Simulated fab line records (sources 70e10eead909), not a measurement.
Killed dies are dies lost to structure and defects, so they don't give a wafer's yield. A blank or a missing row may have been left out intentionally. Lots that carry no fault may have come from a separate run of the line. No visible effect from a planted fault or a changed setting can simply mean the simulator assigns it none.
A struck lot beside a sound one || flow nand-harc || 14 steps out of a route of 1302
Sound: these wafers, L249.2, L249.4, L249.6. Struck: wafers L260.2, L260.5, L260.6. At the end, the cause is stated.
For every step that has rows: the tool of each side, followed by ch and its chambers, followed by its first start. Under that, the readings that differ: sound wafers || struck wafers || difference of the means || sigmas: that difference in standard deviations of wafers without a fault.
alike: same words and numbers on both sides, and readings whose means sit less than 2 such deviations apart. not compared: any withheld reading, any reading some wafer has no value for, any bound like >300 that may hide the same value, and any number with overlapping values for which the record gives no deviation.
A row with sigmas, a row that says differs or no value, or rows on one side alone: a step with any of these is where the two part. Non-overlapping numbers with no deviation appear without sigmas and do not part them. A reading that every wafer of one side lacks parts them only if that side has two wafers or more.

NHARC_A_STAIRCASE_DESCUM_219: chemistry O2, time 3 s.
  sound on rie-diel-04 ch 0,1, day 17 14:52; struck on rie-diel-04 ch 1,2,3, day 22 01:30
  alike: drypump-motor-current-A, oes-product-au, rf-vpp-V, showerhead-plenum-p-Torr, throttle-valve-pct
  not compared: rf-hours-counter-h
then, 1 step without rows for these wafers: NHARC_A_STAIRCASE_TRIM_220 (chemistry O2, time 211.2 s).
NHARC_A_STAIRCASE_ETCH_221: etches the open film in C4F8/O2, target depth 100 nm, time 40.5 s.
  sound on rie-diel-04 ch 1,2; struck on rie-diel-04 ch 1,2,3
  alike: oes-product-au, rf-vpp-V
  not compared: rf-hours-counter-h
NHARC_A_STAIRCASE_TRIM_222: chemistry O2, time 211.2 s.
  sound on rie-diel-04 ch 1,3; struck on rie-diel-04 ch 2,3
  alike: drypump-motor-current-A, oes-product-au, rf-vpp-V, run-length-s, showerhead-plenum-p-Torr, throttle-valve-pct
  not compared: rf-hours-counter-h
then, 1 step without rows for these wafers: NHARC_A_STAIRCASE_ETCH_223 (etches the open film in C4F8/O2, target depth 100 nm, time 40.5 s).
NHARC_A_STAIRCASE_TRIM_224: chemistry O2, time 211.2 s.
  sound on rie-diel-04 ch 0,1,2; struck on rie-diel-04 ch 0,1,2
  alike: drypump-motor-current-A, oes-product-au, rf-vpp-V, run-length-s, showerhead-plenum-p-Torr, throttle-valve-pct
  not compared: rf-hours-counter-h
then, 2 steps without rows for these wafers: NHARC_A_STAIRCASE_ETCH_225 (etches the open film in C4F8/O2, target depth 100 nm, time 40.5 s); NHARC_A_STAIRCASE_TRIM_226 (chemistry O2, time 211.2 s).
NHARC_A_STAIRCASE_ETCH_227: etches the open film in C4F8/O2, target depth 100 nm, time 40.5 s.
  sound on rie-diel-04 ch 1,2; struck on rie-diel-04 ch 1,2
  alike: oes-product-au, rf-vpp-V
  not compared: rf-hours-counter-h
then, 2 steps without rows for these wafers: NHARC_A_STAIRCASE_TRIM_229 (chemistry O2, time 211.2 s); NHARC_A_STAIRCASE_ETCH_230 (etches the open film in C4F8/O2, target depth 100 nm, time 40.5 s).
NHARC_A_STAIRCASE_TRIM_231: chemistry O2, time 211.2 s.
  sound on rie-diel-04 ch 2,3, day 17 17:53; struck on rie-diel-04 ch 2,3, day 22 02:53
{"reading": "run-length-s (s)", "sound": "233.2 232.5 232.6", "struck": "246.3 246.0 245.5", "difference": "+13.2", "sigmas": "+29"}
  alike: drypump-motor-current-A, oes-product-au, rf-vpp-V, showerhead-plenum-p-Torr, throttle-valve-pct
  not compared: rf-hours-counter-h
then, 2 steps without rows for these wafers: NHARC_A_STAIRCASE_ETCH_232 (etches the open film in C4F8/O2, target depth 100 nm, time 40.5 s); NHARC_END_SORT_01.

== WHERE THEY PART ==
NHARC_A_STAIRCASE_TRIM_231 only, going by this record.

WHY: the cause the simulator had injected
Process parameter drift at NHARC_A_STAIRCASE_TRIM_231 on rie-diel-04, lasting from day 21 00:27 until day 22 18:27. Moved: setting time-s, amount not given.
